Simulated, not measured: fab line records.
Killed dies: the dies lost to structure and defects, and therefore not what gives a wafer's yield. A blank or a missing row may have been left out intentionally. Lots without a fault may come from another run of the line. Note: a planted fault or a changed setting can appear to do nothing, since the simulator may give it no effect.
A struck lot beside a sound one :: flow n5 finfet :: 28 out of 1938 route steps
Sound: the wafers L508.1, L508.3, L508.4. Struck: wafers L520.2, L520.6. (L520.1 of the same lot was not struck and is left out.) The cause comes at the end.
Order at every step that has rows: each side's tool, ch and its chambers, its first start. Under that, the readings that differ: sound wafers :: struck wafers :: difference of the means :: sigmas: that difference in standard deviations of wafers without a fault.
alike: readings with means less than 2 such deviations apart, plus words and numbers identical on both sides. not compared: withheld readings, readings lacking a value on some wafer, bounds such as >300 that could conceal the same value, and numbers that have no deviation in the record and whose values overlap.
The two part at a step that has a row with sigmas, a row that says differs or no value, or rows on one side only. When numbers do not overlap yet have no deviation, they are printed without sigmas and do not part them. Lack of a reading on every wafer of one side parts them only where that side has two or more wafers.

first, 8 steps without rows for these wafers: N5_MIM_TOP_LITHO_HMDS_01 (time 60 s); N5_MIM_TOP_LITHO_COAT_02; N5_MIM_TOP_LITHO_EBR_04; N5_MIM_TOP_LITHO_SOFTBAKE_03 (time 90 s); N5_MIM_TOP_LITHO_EXPOSE_05 (exposes mask MIM TOP, target cd 2000 nm); N5_MIM_TOP_LITHO_PEB_06; N5_MIM_TOP_LITHO_DEVELOP_07 (develop time 60 s); N5_MIM_TOP_LITHO_HARDBAKE_09 (time 120 s).
N5_MIM_TOP_LITHO_CD_MEAS_08: the cd target is 2000 nm.
  sound on cd sem-02 ch 0, day 14 05:40; struck on cd sem-03 ch 0, day 18 09:53
  alike: cd nm
N5_MIM_TOP_LITHO_OVL_MEAS_11:
  sound on overlay-01 ch 0, day 14 05:43; struck on overlay-02 ch 0, day 18 09:55
  alike: MIM_TOP_OVL
N5_MIM_TOP_LITHO_INSPECT_12: inspects for defects (macro).
  sound on defect inspect-02, day 14 05:44; struck on defect inspect-01, day 18 09:56
  alike: raw defect count
N5_MIM_TOP_LITHO_DESCUM_10: chemistry O2, time 7.9 s.
  sound on rie diel-04 ch 0,1,2, day 14 05:46; struck on rie diel-01 ch 0,3, day 18 12:17
  alike: drypump motor current A, oes product au, rf vpp V, showerhead plenum p Torr, throttle valve pct
  not compared: rf hours counter h
N5_MIM_TOP_ETCH_ETCH_00: etches TiN in Cl2/BCl3, target depth 38.5 nm.
  sound on rie metal-02 ch 0,1, day 14 05:51; struck on rie metal-02 ch 1, day 18 12:23
  alike: drypump motor current A, oes product au, throttle valve pct
  not compared: rf hours counter h
N5_MIM_TOP_ETCH_STRIP_01: strips in O2.
  sound on rie diel-02 ch 0,1,2, day 14 05:59; struck on rie diel-06 ch 2,3, day 18 12:37
  alike: drypump motor current A, oes product au, rf vpp V, showerhead plenum p Torr, throttle valve pct
  not compared: rf hours counter h
N5_MIM_TOP_ETCH_PECVD_03: deposits SiNx from SiH4/NH3/N2, target thk 20 nm, time 17.6 s.
  sound on pecvd-02 ch 0,1, day 14 06:04; struck on pecvd-04 ch 0, day 18 12:40
  alike: heater power w, showerhead plenum p Torr, throttle valve pct
then, 8 steps without rows for these wafers: N5_MIM_BOT_LITHO_HMDS_01 (time 60 s); N5_MIM_BOT_LITHO_COAT_02; N5_MIM_BOT_LITHO_EBR_04; N5_MIM_BOT_LITHO_SOFTBAKE_03 (time 90 s); N5_MIM_BOT_LITHO_EXPOSE_05 (exposes mask MIM BOT); N5_MIM_BOT_LITHO_PEB_06; N5_MIM_BOT_LITHO_DEVELOP_07 (develop time 60 s); N5_MIM_BOT_LITHO_HARDBAKE_09 (time 120 s).
N5_MIM_BOT_LITHO_CD_MEAS_08: the cd target is 3000 nm.
  sound on cd sem-03 ch 0, day 14 06:25; struck on cd sem-01 ch 0, day 18 13:09
  alike: cd nm
N5_MIM_BOT_LITHO_OVL_MEAS_11:
  sound on overlay-01 ch 0, day 14 06:28; struck on overlay-01 ch 0, day 18 13:11
  alike: MIM_BOT_OVL
N5_MIM_BOT_LITHO_INSPECT_12: inspects for defects (macro).
  sound on defect inspect-02, day 14 06:29; struck on defect inspect-01, day 18 13:12
reading: raw defect count
sound: 0 2 2
struck: >300 >300
difference: differs
sigmas: 
N5_MIM_BOT_LITHO_DESCUM_10: chemistry O2, time 7.9 s.
  sound on rie diel-04 ch 1,2,3, day 14 06:31; struck on rie diel-01 ch 0,3, day 18 13:50
  alike: drypump motor current A, oes product au, rf vpp V, showerhead plenum p Torr, throttle valve pct
  not compared: rf hours counter h
N5_PASSIVATION_PROBE_49:
  the record has rows for the struck wafers here (prober-01, day 18 22:53) and none for the sound ones

WHERE THEY PART
At N5_MIM_BOT_LITHO_INSPECT_12 first; at N5_PASSIVATION_PROBE_49 last (within this record only).

WHY: the cause the simulator had injected
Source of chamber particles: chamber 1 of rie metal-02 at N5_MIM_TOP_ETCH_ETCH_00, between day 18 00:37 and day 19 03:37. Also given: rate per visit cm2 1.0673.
